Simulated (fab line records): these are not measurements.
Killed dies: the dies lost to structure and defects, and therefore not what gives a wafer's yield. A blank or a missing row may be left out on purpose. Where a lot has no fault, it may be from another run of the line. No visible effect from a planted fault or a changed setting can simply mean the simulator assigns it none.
fab line records	flow n5Finfet
[record] lots = 5	wafers = 15	lastDay = 19
route steps=1938 shown BEOL_M8@1385 BEOL_M9@1401
lots that met no fault: from a run of the same line without faults
startH: the number of hours between the record's first day and the start of the first shown wafer of the lot	waitH: hours from the lot's prior step to this one	" as in the row above	L1.1+2: a row that stands for several wafers	- either no value or no given start	* or withheld: withheld	< > ~ a bound
route shown NAME@n: names a module that has steps shown in the file, with the first one's number in the route	usual: mean/standard deviation taken from wafers without a fault	same: alike in all rows	chamber/n: place in a boat	sites: each site's reading	_std_site: standard deviation of those values	_edge_site: the outer-site mean with the inner-site mean subtracted	radiusMm: how far each site lies from the wafer's centre	mask NAME#n: copy n	behind: the last tool/chamber to shape the wafer	hold: why the lot was held/for how many hours/how that ended	device: the n, p or np transistor that did not switch	end of line: tests of these same wafers at the route's end	a step given without rows: its recipe and nothing more	killed: not the wafer's yield, but the dies lost to structure and defects at the first sort	map: a wafer's dies, x killed, . not, _ none there
set.NAME: the run value of the setting; set.NAME@STEP: its run value at that earlier step	model.NAME: the simulator's own value behind a step, which no gauge read
a table for each step, a row for each wafer; lots at some steps of the route
services: when a tool's chamber went out of use (startH, in hours from the record's first day, below 0 if earlier), for how many hours, and the reason
[[steps]]
[step N5_BEOL_M8_CD_MEAS_35]
[recipe] targetCdNm = 40	polarity = opening
[usual] cdNm = 39.9/0.45
lot.wafer	tool	chamber	startH	waitH	cdNm
L074.4	cdSem-03	-	215.97	0.0	40.5
L074.5	"	-	"	"	40.1
L074.6	"	-	"	"	40.6
L077.1	cdSem-02	-	245.81	0.0	39.5
L077.4	"	-	"	"	40.2
L077.5	"	-	"	"	39.7
L089.3	cdSem-03	-	318.01	0.0	40.3
L089.4	"	-	"	"	40.5
L089.6	"	-	"	"	40.2
L091.1	cdSem-02	-	339.71	0.0	40.1
L091.2	"	-	"	"	39.7
L091.6	"	-	"	"	39.8
L097.1	cdSem-01	-	376.99	0.0	40.1
L097.3	"	-	"	"	40.2
L097.5	"	-	"	"	39.9
[step N5_BEOL_M8_CURE_75]
[recipe] tempC = 370	timeS = 120	ambient = DMADMS/He	material = SiCOH_lowk
[usual] lampPowerPct = 52.31/0.056	wafer_temp_C_max = 371.8/0.64
lot.wafer	tool	chamber	startH	waitH	lampPowerPct	wafer_temp_C_max
L074.4	uvCure-01	2	216.16	0.2	52.35	371.2
L074.5	"	2	"	"	52.25	371.0
L074.6	"	2	"	"	52.26	371.3
L077.1	uvCure-03	1	246.02	0.2	52.40	371.4
L077.4	"	1	"	"	52.30	371.9
L077.5	"	1	"	"	52.35	371.3
L089.3	uvCure-02	0	318.15	0.1	52.33	371.8
L089.4	"	0	"	"	52.34	371.2
L089.6	"	0	"	"	52.28	371.7
L091.1	uvCure-01	2	339.76	0.0	52.31	371.8
L091.2	"	2	"	"	52.24	370.9
L091.6	"	2	"	"	52.40	371.5
L097.1	uvCure-02	2	377.03	0.0	52.21	372.4
L097.3	"	2	"	"	52.24	372.8
L097.5	"	2	"	"	52.25	372.2
[step N5_BEOL_M8_DEGAS_44]
[recipe] ambient = vacuum	tempC = 250	timeS = 60
[usual] heaterPowerW = 325/30
lot.wafer	tool	chamber	startH	waitH	heaterPowerW
L074.4	pvdSputter-03	-	216.67	0.5	322
L074.5	"	-	"	"	299
L074.6	"	-	"	"	296
L077.1	pvdSputter-03	-	247.96	1.9	289
L077.4	"	-	"	"	351
L077.5	"	-	"	"	325
L089.3	pvdSputter-03	-	318.86	0.7	303
L089.4	"	-	"	"	355
L089.6	"	-	"	"	345
L091.1	pvdSputter-01	-	340.09	0.3	314
L091.2	"	-	"	"	295
L091.6	"	-	"	"	287
L097.1	pvdSputter-03	-	377.85	0.8	297
L097.3	"	-	"	"	326
L097.5	"	-	"	"	299
[step N5_BEOL_M8_PRE_CLEAN_45]
[recipe] gas = H2/He	timeS = 30	tempC = 250
[usual] heaterPowerW = 325/31
lot.wafer	tool	chamber	startH	waitH	heaterPowerW
L074.4	pvdSputter-03	-	216.71	0.0	321
L074.5	"	-	"	"	304
L074.6	"	-	"	"	297
L077.1	pvdSputter-03	-	248.00	0.0	296
L077.4	"	-	"	"	349
L077.5	"	-	"	"	323
L089.3	pvdSputter-03	-	318.90	0.0	306
L089.4	"	-	"	"	343
L089.6	"	-	"	"	347
L091.1	pvdSputter-01	-	340.13	0.0	316
L091.2	"	-	"	"	288
L091.6	"	-	"	"	286
L097.1	pvdSputter-03	-	377.89	0.0	301
L097.3	"	-	"	"	327
L097.5	"	-	"	"	291
[step N5_BEOL_M8_ALD_77]
[recipe] material = TaN	targetThkA = 20	tempC = 275	aldPrecursorFamily = PDMAT	aldCoReactant = NH3	pressureTorr = 3	carrierFlowSccm = 1500	pulseTimeS = 2	purgeTimeS = 3	coReactantPurgeTimeS = 2	coReactantPulseTimeS = 3	aldCycles = 40	precursorVesselTempC = 75	precursorVesselPressureTorr = 26.25	precursorVesselCarrierSccm = 1000
[usual] heaterPowerW = 417/39	mfcCarrierSccm = 1500/4.2
lot.wafer	tool	chamber	startH	waitH	heaterPowerW	mfcCarrierSccm
L074.4	aldMetal-03	0	217.00	0.3	384	1498
L074.5	"	1	"	"	423	1500
L074.6	"	0	"	"	386	1500
L077.1	aldMetal-04	0	248.06	0.0	456	1498
L077.4	"	1	"	"	461	1497
L077.5	"	0	"	"	448	1498
L089.3	aldMetal-01	2	318.97	0.1	472	1499
L089.4	"	0	"	"	338	1492
L089.6	"	2	"	"	466	1499
L091.1	aldMetal-01	1	340.33	0.2	402	1501
L091.2	"	3	"	"	332	1504
L091.6	"	2	"	"	478	1496
L097.1	aldMetal-04	0	377.95	0.0	419	1503
L097.3	"	3	"	"	419	1494
L097.5	"	1	"	"	447	1490
[step N5_BEOL_M8_SURFACE_TREAT_79]
[recipe] gas = Ar	timeS = *	ionEnergyEv = *	ionCurrentMaCm2 = 0.5	pressureMtorr = *	arFlowSccm = 30
[usual] throttleValvePct = *
lot.wafer	tool	chamber	startH	waitH	throttleValvePct
L074.4	pvdSputter-03	-	217.73	0.6	*
L074.5	"	-	"	"	*
L074.6	"	-	"	"	*
L077.1	pvdSputter-01	-	248.61	0.4	*
L077.4	"	-	"	"	*
L077.5	"	-	"	"	*
L089.3	pvdSputter-02	-	319.34	0.2	*
L089.4	"	-	"	"	*
L089.6	"	-	"	"	*
L091.1	pvdSputter-03	-	340.63	0.2	*
L091.2	"	-	"	"	*
L091.6	"	-	"	"	*
L097.1	pvdSputter-02	-	378.27	0.2	*
L097.3	"	-	"	"	*
L097.5	"	-	"	"	*
[step N5_BEOL_M8_CVD_78]
[recipe] material = Co	targetThkA = 20	tempC = withheld	precursor = CCTBA/H2	pressureTorr = 30	timeS = 142.3
lot.wafer	tool	chamber	startH	waitH
L074.4+5+6	cvdCo-02	2,0,1	217.91	0.2
L077.1+4+5	cvdCo-02	0,2,1	248.68	0.0
L089.3+4+6	cvdCo-02	0,0,1	319.63	0.3
L091.1+2+6	cvdCo-02	2,1,1	340.80	0.1
L097.1+3+5	cvdCo-01	0,1,0	378.33	0.0
[step N5_BEOL_M8_SPUTTER_48]
[recipe] material = Cu	targetThkA = 100	tempC = -20	biasV = 60	powerW = 26000	chamberPressurePa = 0.13	timeS = 1.667
[usual] chamberPressurePa = 0.13/0.00024	chuckGasFlowSccm = 1.26/0.051	substrateTempC = -20.00/0.1	throttleValvePct = 29.9/1.3
lot.wafer	tool	chamber	startH	waitH	chamberPressurePa	chuckGasFlowSccm	substrateTempC	throttleValvePct
L074.4	pvdSputter-02	-	218.21	0.2	0.13036	1.26	-20.04	32.0
L074.5	"	-	"	"	0.12984	1.33	-19.90	31.6
L074.6	"	-	"	"	0.12986	1.28	-20.04	29.1
L077.1	pvdSputter-01	-	248.85	0.1	0.12994	1.25	-19.84	30.0
L077.4	"	-	"	"	0.13032	1.30	-20.00	27.9
L077.5	"	-	"	"	0.13027	1.28	-20.13	30.5
L089.3	pvdSputter-01	-	319.82	0.1	0.12977	1.26	-20.08	27.9
L089.4	"	-	"	"	0.13017	1.32	-20.07	29.3
L089.6	"	-	"	"	0.12982	1.26	-19.81	30.4
L091.1	pvdSputter-02	-	340.97	0.1	0.12964	1.23	-19.89	29.2
L091.2	"	-	"	"	0.13028	1.31	-19.97	29.1
L091.6	"	-	"	"	0.12986	1.28	-20.07	29.4
L097.1	pvdSputter-01	-	378.47	0.1	0.13002	1.26	-19.95	29.9
L097.3	"	-	"	"	0.1306	1.32	-19.93	30.7
L097.5	"	-	"	"	0.1305	1.44	-19.90	30.9
[step N5_BEOL_M8_ECD_50]
[recipe] material = Cu	targetThkA = 3000
lot.wafer	tool	chamber	startH	waitH
L074.4+5+6	ecdCu-01	1,0,1	218.35	0.1
L077.1+4+5	ecdCu-01	0	248.97	0.1
L089.3+4+6	ecdCu-01	1,0,1	319.96	0.1
L091.1+2+6	ecdCu-02	0,1,1	341.09	0.1
L097.1+3+5	ecdCu-01	0,1,0	378.58	0.1
[step N5_BEOL_M8_ANNEAL_51]
[recipe] tempC = 225	timeS = 90	ambient = N2
[usual] wafer_temp_C_max = 226.4/0.4
lot.wafer	tool	chamber	startH	waitH	wafer_temp_C_max
L074.4	rtpAnneal-02	0	218.56	0.2	226.5
L074.5	"	0	"	"	226.4
L074.6	"	0	"	"	226.8
L077.1	rtpAnneal-02	0	249.06	0.1	226.2
L077.4	"	0	"	"	227.3
L077.5	"	0	"	"	227.0
L089.3	rtpAnneal-01	0	320.12	0.1	226.2
L089.4	"	0	"	"	225.8
L089.6	"	0	"	"	225.9
L091.1	rtpAnneal-02	0	342.54	1.4	226.7
L091.2	"	0	"	"	226.4
L091.6	"	0	"	"	227.0
L097.1	rtpAnneal-02	0	378.68	0.1	226.6
L097.3	"	0	"	"	226.6
L097.5	"	0	"	"	226.6
[step N5_BEOL_M8_CMP_52]
[recipe] stopOn = SiCOH_lowk	tOverpolishS = 6.9	downForcePsi = 1	platenRpm = 50	clearingPlatenDownForcePsi = 1.5	clearingPlatenRpm = 50	postCmpClean = cuAlkaline	targetThkNm = 80	clearingPlatenPadVelocityMS = 0.99484	padVelocityMS = 0.99484
[usual] barrierFieldEndpointS = 28.6/0.51	motorCurrentA = 6.0/0.47	overpolishRunS = 6.901/0.0095	timeToEndpointS = 61.2/2.4
lot.wafer	tool	chamber	startH	waitH	barrierFieldEndpointS	motorCurrentA	overpolishRunS	timeToEndpointS
L074.4	cmp-03	0	218.85	0.2	29.6	6.7	6.883	62.6
L074.6	"	1	"	"	28.7	6.1	6.884	62.1
L074.5	"	2	"	"	29.1	6.6	6.886	65.3
L077.4	cmp-03	3	249.36	0.1	28.3	5.6	6.892	57.2
L077.1	"	0	"	"	28.4	6.7	6.898	62.1
L077.5	"	3	"	"	27.4	6.1	6.912	57.3
L089.3	cmp-03	0	320.33	0.2	28.3	6.6	6.907	57.8
L089.4	"	3	"	"	28.4	6.2	6.914	57.7
L089.6	"	0	"	"	28.5	6.7	6.911	57.8
L091.1	cmp-02	1	343.15	0.5	28.3	5.3	6.893	61.1
L091.2	"	2	"	"	28.2	6.3	6.911	58.5
L091.6	"	0	"	"	28.3	5.6	6.920	59.7
L097.1	cmp-02	2	379.32	0.6	27.8	6.6	6.901	59.7
L097.3	"	3	"	"	28.4	6.1	6.888	61.0
L097.5	"	0	"	"	28.2	5.6	6.899	59.9
[step N5_BEOL_M8_THK_MEAS_53]
[recipe] thkMeasGauge = xrf	reads = Cu_of_BEOL_M8_ECD_50
[usual] M8_THK = 78.9/1.5
lot.wafer	tool	chamber	startH	waitH	M8_THK[nm]
L074.4	filmMetro-01	-	219.03	-	82.1
L074.5	"	-	"	"	80.0
L074.6	"	-	"	"	80.9
L077.1	filmMetro-01	-	249.65	-	77.4
L077.4	"	-	"	"	76.9
L077.5	"	-	"	"	76.1
L089.3	filmMetro-02	-	320.63	-	80.9
L089.4	"	-	"	"	78.9
L089.6	"	-	"	"	81.7
L091.1	filmMetro-02	-	343.40	-	81.5
L091.2	"	-	"	"	80.0
L091.6	"	-	"	"	79.3
L097.1	filmMetro-01	-	379.54	-	77.3
L097.3	"	-	"	"	78.0
L097.5	"	-	"	"	78.0
[step N5_BEOL_M8_PRE_CLEAN_55]
[recipe] gas = NH3	timeS = 15	tempC = withheld	rfPowerW = 300
lot.wafer	tool	chamber	startH	waitH
L074.4+5+6	pecvd-02	0,1,0	219.08	0.0
L077.1+4+5	pecvd-01	1,2,1	249.69	0.0
L089.3+4+6	pecvd-04	0,2,0	320.68	0.0
L091.1+2+6	pecvd-04	2,0,1	343.44	0.0
L097.1+3+5	pecvd-01	0,1,0	379.58	0.0
[step N5_BEOL_M8_DEP_56]
[recipe] material = SiCN	targetThkA = 100	tempC = withheld	precursor = 3MS/NH3	pressureTorr = 3	rfW = 202	timeS = 17.5
[usual] showerheadPlenumPTorr = 3.665/0.012	throttleValvePct = 9.3/0.63
lot.wafer	tool	chamber	startH	waitH	showerheadPlenumPTorr	throttleValvePct
L074.4	pecvd-02	0	219.12	0.0	3.657	9.1
L074.5	"	1	"	"	3.659	10.3
L074.6	"	0	"	"	3.651	8.8
L077.1	pecvd-01	1	249.71	0.0	3.669	9.7
L077.4	"	2	"	"	3.665	9.6
L077.5	"	1	"	"	3.671	9.9
L089.3	pecvd-04	0	320.72	0.0	3.662	8.6
L089.4	"	2	"	"	3.659	8.6
L089.6	"	0	"	"	3.657	8.7
L091.1	pecvd-04	2	343.47	0.0	3.674	9.5
L091.2	"	0	"	"	3.658	8.9
L091.6	"	1	"	"	3.690	9.5
L097.1	pecvd-01	0	379.60	0.0	3.673	8.7
L097.3	"	1	"	"	3.667	9.6
L097.5	"	0	"	"	3.656	8.7
[step N5_BEOL_M8_RS_MEAS_57]
[recipe] thkMeasGauge = four-point-probe	reads = Cu_of_BEOL_M8_ECD_50+Co_of_BEOL_M8_CVD_78+TaN_of_BEOL_M8_ALD_77
[usual] M8_RS = 0.289/0.0059
lot.wafer	tool	chamber	startH	waitH	M8_RS[ohm/sq]
L074.4	filmMetro-01	-	219.19	0.1	0.282
L074.5	"	-	"	"	0.288
L074.6	"	-	"	"	0.285
L077.1	filmMetro-01	-	249.78	0.1	0.296
L077.4	"	-	"	"	0.298
L077.5	"	-	"	"	0.301
L089.3	filmMetro-02	-	320.79	0.1	0.280
L089.4	"	-	"	"	0.290
L089.6	"	-	"	"	0.278
L091.1	filmMetro-02	-	343.53	0.1	0.276
L091.2	"	-	"	"	0.282
L091.6	"	-	"	"	0.285
L097.1	filmMetro-02	-	379.67	0.1	0.299
L097.3	"	-	"	"	0.293
L097.5	"	-	"	"	0.295
[step N5_BEOL_M8_INSPECT_58]
[recipe] inspectInstrument = darkfield	mode = postDep
[usual] rawDefectCount = 73/24
lot.wafer	tool	chamber	startH	waitH	rawDefectCount
L074.4	defectInspect-02	-	219.22	0.0	77
L074.5	"	-	"	"	52
L074.6	"	-	"	"	46
L077.1	defectInspect-01	-	249.81	0.0	25
L077.4	"	-	"	"	39
L077.5	"	-	"	"	35
L089.3	defectInspect-02	-	320.81	0.0	67
L089.4	"	-	"	"	65
L089.6	"	-	"	"	69
L091.1	defectInspect-01	-	343.57	0.0	49
L091.2	"	-	"	"	68
L091.6	"	-	"	"	93
L097.1	defectInspect-01	-	379.69	0.0	102
L097.3	"	-	"	"	99
L097.5	"	-	"	"	93
[step N5_BEOL_M9_ILD_DEP_00]
[recipe] material = SiCOH_lowk	targetThkA = 3085.1	tempC = 300	precursor = DEMS/porogen	pressureTorr = 5	rfW = 500	timeS = 58
[usual] heaterPowerW = 282/47	showerheadPlenumPTorr = 5.741/0.013	throttleValvePct = 14.2/1.2
lot.wafer	tool	chamber	startH	waitH	heaterPowerW	showerheadPlenumPTorr	throttleValvePct
L074.4	pecvd-01	1	219.28	0.1	251	5.746	15.0
L074.5	"	2	"	"	213	5.733	14.6
L074.6	"	0	"	"	242	5.727	12.9
L077.1	pecvd-03	0	249.85	0.0	279	5.750	13.4
L077.4	"	2	"	"	348	5.715	13.1
L077.5	"	1	"	"	273	5.760	16.0
L089.3	pecvd-02	1	320.85	0.0	286	5.754	15.5
L089.4	"	2	"	"	324	5.762	12.6
L089.6	"	1	"	"	295	5.739	15.6
L091.1	pecvd-01	1	343.61	0.0	226	5.722	15.1
L091.2	"	2	"	"	243	5.760	14.9
L091.6	"	2	"	"	237	5.742	14.9
L097.1	pecvd-03	1	379.73	0.0	277	5.755	15.7
L097.3	"	2	"	"	325	5.726	13.3
L097.5	"	0	"	"	313	5.750	13.1
[step N5_BEOL_M9_CURE_71]
[recipe] tempC = 385	timeS = 240	ambient = He/Ar	material = SiCOH_lowk
[usual] lampPowerPct = 52.31/0.049	wafer_temp_C_max = 386.8/0.68
lot.wafer	tool	chamber	startH	waitH	lampPowerPct	wafer_temp_C_max
L074.4	uvCure-01	1	219.57	0.3	52.32	387.1
L074.5	"	1	"	"	52.35	387.5
L074.6	"	1	"	"	52.33	387.3
L077.1	uvCure-01	2	249.92	0.0	52.36	386.2
L077.4	"	2	"	"	52.21	386.2
L077.5	"	2	"	"	52.26	386.8
L089.3	uvCure-03	2	321.09	0.2	52.26	388.1
L089.4	"	2	"	"	52.37	388.3
L089.6	"	2	"	"	52.24	388.4
L091.1	uvCure-01	0	343.68	0.0	52.33	387.4
L091.2	"	0	"	"	52.31	386.9
L091.6	"	0	"	"	52.28	386.4
L097.1	uvCure-02	0	379.81	0.0	52.30	386.6
L097.3	"	0	"	"	52.29	386.3
L097.5	"	0	"	"	52.30	386.7
[step N5_BEOL_M9_THK_MEAS_01]
[recipe] reads = SiCOH_lowk_of_BEOL_M9_ILD_DEP_00
[usual] M9_ILD_THK = 269/3.6
lot.wafer	tool	chamber	startH	waitH	M9_ILD_THK[nm]
L074.4	filmMetro-02	-	219.84	0.2	272
L074.5	"	-	"	"	272
L074.6	"	-	"	"	273
L077.1	filmMetro-01	-	250.44	0.4	263
L077.4	"	-	"	"	269
L077.5	"	-	"	"	265
L089.3	filmMetro-02	-	321.44	0.3	265
L089.4	"	-	"	"	268
L089.6	"	-	"	"	267
L091.1	filmMetro-01	-	344.20	0.4	269
L091.2	"	-	"	"	266
L091.6	"	-	"	"	276
L097.1	filmMetro-02	-	380.32	0.4	266
L097.3	"	-	"	"	266
L097.5	"	-	"	"	270
[step N5_BEOL_M9_PECVD_70]
[recipe] material = SiO2	targetThkA = 200	tempC = 400	precursor = TEOS/O2	pressureTorr = 5.5	rfW = 450	teosFlowSccm = 53.8	gas = O2	flowSccm = 3000	timeS = 22.7
[usual] heaterPowerW = 642/73	showerheadPlenumPTorr = 8.78/0.04	throttleValvePct = 22.9/1.7
lot.wafer	tool	chamber	startH	waitH	heaterPowerW	showerheadPlenumPTorr	throttleValvePct
L074.4	pecvd-01	2	219.90	0.1	585	8.76	23.4
L074.5	"	1	"	"	606	8.78	24.6
L074.6	"	0	"	"	577	8.76	21.4
L077.1	pecvd-03	0	250.47	0.0	640	8.80	20.9
L077.4	"	1	"	"	684	8.81	25.9
L077.5	"	0	"	"	646	8.79	21.5
L089.3	pecvd-01	0	321.48	0.0	617	8.79	21.4
L089.4	"	2	"	"	551	8.77	24.5
L089.6	"	0	"	"	629	8.76	21.4
L091.1	pecvd-02	2	344.23	0.0	829	8.86	20.7
L091.2	"	0	"	"	656	8.73	22.4
L091.6	"	0	"	"	620	8.74	22.5
L097.1	pecvd-01	2	380.36	0.0	513	8.78	24.3
L097.3	"	0	"	"	513	8.78	21.2
L097.5	"	2	"	"	509	8.77	24.0
[step N5_BEOL_M9_HM_DEP_02]
[recipe] material = TiN	targetThkA = 200	tempC = 25	chamberPressurePa = 0.49996
[usual] chamberPressurePa = 0.4999/0.00095	substrateTempC = 25.02/0.089	throttleValvePct = 30.0/1.2
lot.wafer	tool	chamber	startH	waitH	chamberPressurePa	substrateTempC	throttleValvePct
L074.4	pvdSputter-02	-	220.59	0.7	0.5000	25.12	29.3
L074.5	"	-	"	"	0.4979	24.95	31.7
L074.6	"	-	"	"	0.4989	24.86	28.7
L077.1	pvdSputter-01	-	251.17	0.7	0.5008	24.95	30.7
L077.4	"	-	"	"	0.5007	25.11	30.3
L077.5	"	-	"	"	0.4987	24.93	27.4
L089.3	pvdSputter-01	-	322.02	0.5	0.5004	25.04	29.1
L089.4	"	-	"	"	0.4996	25.15	30.9
L089.6	"	-	"	"	0.5017	25.10	27.6
L091.1	pvdSputter-02	-	345.01	0.8	0.5004	24.83	29.2
L091.2	"	-	"	"	0.5006	25.00	28.8
L091.6	"	-	"	"	0.5001	24.77	29.4
L097.1	pvdSputter-02	-	383.14	2.8	0.4984	24.97	31.7
L097.3	"	-	"	"	0.4980	25.14	28.8
L097.5	"	-	"	"	0.4991	24.98	31.6
[step N5_BEOL_M9_COAT_59]
[recipe] resist = SOC	tempC = 250	timeS = 60	spinRpm = 1500	resistThkNm = 100
lot.wafer	tool	chamber	startH	waitH
L074.4+5+6	lithoTrack-01	0	220.72	0.1
L077.1+4+5	lithoTrack-01	0	251.31	0.1
L089.3+4+6	lithoTrack-01	0	322.15	0.1
L091.1+2+6	lithoTrack-01	0	345.14	0.1
L097.1+3+5	lithoTrack-03	0	383.27	0.1
[step N5_BEOL_M9_COAT_60]
[recipe] resist = SiARC	tempC = 220	timeS = 60	spinRpm = 1500	resistThkNm = 30
lot.wafer	tool	chamber	startH	waitH
L074.4+5+6	lithoTrack-01	0	-	-
L077.1+4+5	lithoTrack-01	0	-	-
L089.3+4+6	lithoTrack-01	0	-	-
L091.1+2+6	lithoTrack-01	0	-	-
L097.1+3+5	lithoTrack-03	0	-	-
[step N5_BEOL_M9_COAT_05]
[recipe] resist = CAR-ArF	spinRpm = 1500	resistThkNm = 90
lot.wafer	tool	chamber	startH	waitH
L074.4+5+6	lithoTrack-01	0	-	-
L077.1+4+5	lithoTrack-01	0	-	-
L089.3+4+6	lithoTrack-01	0	-	-
L091.1+2+6	lithoTrack-01	0	-	-
L097.1+3+5	lithoTrack-03	0	-	-
[step N5_BEOL_M9_EBR_07]
[recipe] solvent = PGMEA	ebrWidthMm = 1.5
lot.wafer	tool	chamber	startH	waitH
L074.4+5+6	lithoTrack-01	0	-	-
L077.1+4+5	lithoTrack-01	0	-	-
L089.3+4+6	lithoTrack-01	0	-	-
L091.1+2+6	lithoTrack-01	0	-	-
L097.1+3+5	lithoTrack-03	0	-	-
[step N5_BEOL_M9_SOFTBAKE_06]
[recipe] tempC = 110	timeS = 60	resist = CAR-ArF
lot.wafer	tool	chamber	startH	waitH
L074.4+5+6	lithoTrack-01	0	-	-
L077.1+4+5	lithoTrack-01	0	-	-
L089.3+4+6	lithoTrack-01	0	-	-
L091.1+2+6	lithoTrack-01	0	-	-
L097.1+3+5	lithoTrack-03	0	-	-
[step N5_BEOL_M9_EXPOSE_08]
[recipe] maskId = M9	na = 1.35	sourceShape = dipole	sigmaInner = 0.411	sigmaOuter = 0.611	polarization = te	doseMj = 53.75
lot.wafer	tool	chamber	startH	waitH	mask
L074.4+5+6	arfiScanner-02	0	220.98	-	M9#0
L077.1+4+5	arfiScanner-02	0	251.55	-	M9#0
L089.3+4+6	arfiScanner-03	0	322.28	-	M9#0
L091.1+2+6	arfiScanner-03	0	345.38	-	M9#0
L097.1+3+5	arfiScanner-02	0	383.51	-	M9#0
[[services]]
tool	chamber	startH	hours	kind
cmp-02	-	197.24	7.9	pm
pecvd-04	-	198.44	0.5	repair
cmp-03	-	209.79	0.4	repair
pecvd-04	2	216.90	6.0	repair
arfiScanner-02	-	218.68	0.9	repair
aldMetal-01	-	221.14	25.1	repair
arfiScanner-03	-	223.07	0.7	repair
cmp-02	-	227.28	4.0	pm
arfiScanner-02	-	244.51	0.8	pm
ecdCu-01	-	255.77	4.6	repair
uvCure-01	-	256.47	24.0	repair
arfiScanner-02	-	268.50	1.3	pm
pecvd-01	-	273.03	1.2	repair
pecvd-03	0	279.12	5.2	repair
pecvd-01	-	288.17	2.8	pm
cvdCo-02	-	288.86	4.3	pm
pecvd-03	-	297.02	5.5	pm
cmp-03	-	297.74	5.6	repair
arfiScanner-02	-	316.36	1.0	pm
arfiScanner-02	-	317.69	4.9	pm
pecvd-02	1	333.33	8.4	repair
pecvd-04	0	344.39	3.6	repair
arfiScanner-02	-	363.23	3.7	repair
cmp-03	-	363.75	4.2	pm
[[key]]
fault none
